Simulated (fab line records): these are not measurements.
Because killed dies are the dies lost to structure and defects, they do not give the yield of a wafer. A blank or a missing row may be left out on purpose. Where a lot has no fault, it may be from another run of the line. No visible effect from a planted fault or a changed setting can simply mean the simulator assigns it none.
What tool caused it? / flow nand harc / 14 lots with 42 wafers sampled at 4 steps, on a route of 1302 steps

== WHAT THE GAUGES SHOWED, per wafer ==
NHARC_P_BONDPAD_THK_MEAS_20: measures by xrf.
lot=L897; measured=day 6 21:02; on=film metro-01; thk nm (nm)=160.6 162.6 161.3
lot=L901; measured=day 8 17:53; on=film metro-02; thk nm (nm)=155.7 160.6 160.5
lot=L903; measured=day 9 02:59; on=film metro-02; thk nm (nm)=160.6 162.0 163.6
lot=L909; measured=day 11 14:59; on=film metro-01; thk nm (nm)=160.3 164.7 163.6
lot=L912; measured=day 12 15:25; on=film metro-02; thk nm (nm)=161.4 161.2 159.0
lot=L911; measured=day 12 16:13; on=film metro-02; thk nm (nm)=159.3 159.4 162.1
lot=L910; measured=day 12 18:46; on=film metro-02; thk nm (nm)=161.7 162.1 161.1
lot=L913; measured=day 13 12:09; on=film metro-02; thk nm (nm)=162.1 160.9 159.7
lot=L914; measured=day 13 19:43; on=film metro-01; thk nm (nm)=158.1 162.8 159.0
lot=L915; measured=day 14 02:40; on=film metro-02; thk nm (nm)=156.4 161.0 163.2
lot=L918; measured=day 15 06:55; on=film metro-02; thk nm (nm)=162.5 163.4 162.2
lot=L917; measured=day 15 07:22; on=film metro-01; thk nm (nm)=160.0 158.5 160.1
lot=L919; measured=day 15 23:29; on=film metro-02; thk nm (nm)=159.4 159.5 162.6
lot=L920; measured=day 16 04:41; on=film metro-01; thk nm (nm)=160.0 158.5 163.2

NHARC_A_ONON_D1_THK_MEAS_02: measures by ellipsometry.
lot=L897; measured=day 7 20:30; on=film metro-01; thk nm (nm)=997 999 1000
lot=L901; measured=day 9 17:53; on=film metro-02; thk nm (nm)=682 987 681
lot=L903; measured=day 10 02:28; on=film metro-01; thk nm (nm)=694 1001 1001
lot=L909; measured=day 12 16:04; on=film metro-01; thk nm (nm)=994 995 995
lot=L912; measured=day 13 14:20; on=film metro-02; thk nm (nm)=996 996 997
lot=L911; measured=day 13 14:23; on=film metro-01; thk nm (nm)=999 999 1000
lot=L910; measured=day 13 18:47; on=film metro-01; thk nm (nm)=995 994 998
lot=L913; measured=day 14 12:13; on=film metro-01; thk nm (nm)=1003 1002 1003
lot=L914; measured=day 14 20:37; on=film metro-02; thk nm (nm)=985 989 988
lot=L915; measured=day 15 04:25; on=film metro-02; thk nm (nm)=1028 1029 1031
lot=L918; measured=day 16 07:34; on=film metro-02; thk nm (nm)=1010 1012 1012
lot=L917; measured=day 16 07:37; on=film metro-01; thk nm (nm)=1000 1001 998
lot=L919; measured=day 16 23:30; on=film metro-01; thk nm (nm)=1005 1003 1003
lot=L920; measured=day 17 05:19; on=film metro-02; thk nm (nm)=995 993 994

== TOOL THAT RAN EACH LOT (tool first, then ch and the chambers of the sampled wafers, then the start) ==
lot=L897; NHARC_A_ZERO_WELL_ETCH_19=rie diel-04 ch 1,2,3, day 6 22:47; NHARC_A_ONON_D1_DEP_00=pecvd onon-01 ch 0, day 7 20:02
lot=L901; NHARC_A_ZERO_WELL_ETCH_19=rie diel-09 ch 0,1, day 8 19:46; NHARC_A_ONON_D1_DEP_00=pecvd onon-01 ch 0, day 9 17:22
lot=L903; NHARC_A_ZERO_WELL_ETCH_19=rie diel-04 ch 0,1,2, day 9 04:50; NHARC_A_ONON_D1_DEP_00=pecvd onon-01 ch 0, day 10 02:01
lot=L909; NHARC_A_ZERO_WELL_ETCH_19=rie diel-08 ch 0,1,3, day 11 16:43; NHARC_A_ONON_D1_DEP_00=pecvd onon-02 ch 0, day 12 15:34
lot=L912; NHARC_A_ZERO_WELL_ETCH_19=rie diel-09 ch 2,3, day 12 17:11; NHARC_A_ONON_D1_DEP_00=pecvd onon-01 ch 0, day 13 13:57
lot=L911; NHARC_A_ZERO_WELL_ETCH_19=rie diel-04 ch 1,2,3, day 12 18:01; NHARC_A_ONON_D1_DEP_00=pecvd onon-04 ch 0, day 13 14:00
lot=L910; NHARC_A_ZERO_WELL_ETCH_19=rie diel-08 ch 1,3, day 12 20:34; NHARC_A_ONON_D1_DEP_00=pecvd onon-01 ch 0, day 13 18:17
lot=L913; NHARC_A_ZERO_WELL_ETCH_19=rie diel-04 ch 0,1,3, day 13 13:48; NHARC_A_ONON_D1_DEP_00=pecvd onon-01 ch 0, day 14 11:52
lot=L914; NHARC_A_ZERO_WELL_ETCH_19=rie diel-04 ch 1,3, day 13 21:36; NHARC_A_ONON_D1_DEP_00=pecvd onon-01 ch 0, day 14 20:06
lot=L915; NHARC_A_ZERO_WELL_ETCH_19=rie diel-04 ch 0,1, day 14 04:26; NHARC_A_ONON_D1_DEP_00=pecvd onon-01 ch 0, day 15 03:58
lot=L918; NHARC_A_ZERO_WELL_ETCH_19=rie diel-04 ch 0,3, day 15 08:39; NHARC_A_ONON_D1_DEP_00=pecvd onon-01 ch 0, day 16 07:03
lot=L917; NHARC_A_ZERO_WELL_ETCH_19=rie diel-04 ch 0,2,3, day 15 09:07; NHARC_A_ONON_D1_DEP_00=pecvd onon-04 ch 0, day 16 07:06
lot=L919; NHARC_A_ZERO_WELL_ETCH_19=rie diel-09 ch 1,3, day 16 01:17; NHARC_A_ONON_D1_DEP_00=pecvd onon-04 ch 0, day 16 22:59
lot=L920; NHARC_A_ZERO_WELL_ETCH_19=rie diel-08 ch 0,1,2, day 16 06:26; NHARC_A_ONON_D1_DEP_00=pecvd onon-04 ch 0, day 17 04:52
- NHARC_A_ZERO_WELL_ETCH_19: etches the open film in N2/H2, target depth 80 nm, overetch 24 nm, time 87.88 s.
- NHARC_A_ONON_D1_DEP_00: target thk 1000 nm.

== AS READ BY THE TOOLS THEMSELVES (means over the sampled wafers that have a number; for cases with no such wafer, the mark the record gives instead) ==
NHARC_A_ZERO_WELL_ETCH_19.
lot=L897; tool=rie diel-04; drypump motor current A (A)=5.7; oes product au (a.u.)=1.003; rf vpp V (V)=432.0; showerhead plenum p Torr (Torr)=2.10; throttle valve pct (%)=14.166
lot=L901; tool=rie diel-09; drypump motor current A (A)=5.6; oes product au (a.u.)=1.003; rf vpp V (V)=431.9; showerhead plenum p Torr (Torr)=2.08; throttle valve pct (%)=14.173
lot=L903; tool=rie diel-04; drypump motor current A (A)=5.8; oes product au (a.u.)=1.004; rf vpp V (V)=432.2; showerhead plenum p Torr (Torr)=2.09; throttle valve pct (%)=14.175
lot=L909; tool=rie diel-08; drypump motor current A (A)=5.7; oes product au (a.u.)=1.002; rf vpp V (V)=430.0; showerhead plenum p Torr (Torr)=2.03; throttle valve pct (%)=14.167
lot=L912; tool=rie diel-09; drypump motor current A (A)=5.5; oes product au (a.u.)=1.012; rf vpp V (V)=428.6; showerhead plenum p Torr (Torr)=1.98; throttle valve pct (%)=14.177
lot=L911; tool=rie diel-04; drypump motor current A (A)=5.8; oes product au (a.u.)=1.003; rf vpp V (V)=432.8; showerhead plenum p Torr (Torr)=2.10; throttle valve pct (%)=14.170
lot=L910; tool=rie diel-08; drypump motor current A (A)=5.9; oes product au (a.u.)=1.000; rf vpp V (V)=430.2; showerhead plenum p Torr (Torr)=2.03; throttle valve pct (%)=14.176
lot=L913; tool=rie diel-04; drypump motor current A (A)=5.9; oes product au (a.u.)=0.988; rf vpp V (V)=432.2; showerhead plenum p Torr (Torr)=2.08; throttle valve pct (%)=14.172
lot=L914; tool=rie diel-04; drypump motor current A (A)=6.1; oes product au (a.u.)=0.990; rf vpp V (V)=431.4; showerhead plenum p Torr (Torr)=2.07; throttle valve pct (%)=14.168
lot=L915; tool=rie diel-04; drypump motor current A (A)=6.1; oes product au (a.u.)=0.994; rf vpp V (V)=431.2; showerhead plenum p Torr (Torr)=2.06; throttle valve pct (%)=14.177
lot=L918; tool=rie diel-04; drypump motor current A (A)=5.6; oes product au (a.u.)=1.004; rf vpp V (V)=432.5; showerhead plenum p Torr (Torr)=2.11; throttle valve pct (%)=14.173
lot=L917; tool=rie diel-04; drypump motor current A (A)=5.5; oes product au (a.u.)=0.994; rf vpp V (V)=432.3; showerhead plenum p Torr (Torr)=2.11; throttle valve pct (%)=14.166
lot=L919; tool=rie diel-09; drypump motor current A (A)=5.5; oes product au (a.u.)=1.007; rf vpp V (V)=430.3; showerhead plenum p Torr (Torr)=2.04; throttle valve pct (%)=14.166
lot=L920; tool=rie diel-08; drypump motor current A (A)=6.0; oes product au (a.u.)=1.009; rf vpp V (V)=429.5; showerhead plenum p Torr (Torr)=2.02; throttle valve pct (%)=14.175

== THE ANSWER, worked out from the rows above alone ==
Rule: the lots themselves supply what counts as usual. Put in order of their means at a reading, lots are off if they are a third of the lots or fewer, leave a main group of 4 or more, and stand apart from it by a gap of 3 or more times the standard deviation of the main group's means; of several such gaps the widest counts. The tables above print the reading to a certain number of digits; a main group whose means all agree to those digits is not used. A lot without any number at a reading at which 4 lots or more have one is off too. All remaining lots with rows at the step are treated as sound. After the gauges, taken in route order, come the tools' own readings; for these a lot's mean is taken, as printed above. At the first step where some lot is off, the reading lying furthest off is the one used; lots without a number count as furthest.
Off: L901, L903, at NHARC_A_ONON_D1_THK_MEAS_02 (thk nm). The main group has a mean of 1001 nm with a standard deviation of 10.
If a tool, at a process step before that reading, ran all the lots that are off and no sound lot after the first of them, it fits. Gauges at NHARC_A_ONON_D1_THK_MEAS_02: tried the same way as those tools. None of those tried fits.

== WHAT THE SIMULATOR HAD INSERTED ==
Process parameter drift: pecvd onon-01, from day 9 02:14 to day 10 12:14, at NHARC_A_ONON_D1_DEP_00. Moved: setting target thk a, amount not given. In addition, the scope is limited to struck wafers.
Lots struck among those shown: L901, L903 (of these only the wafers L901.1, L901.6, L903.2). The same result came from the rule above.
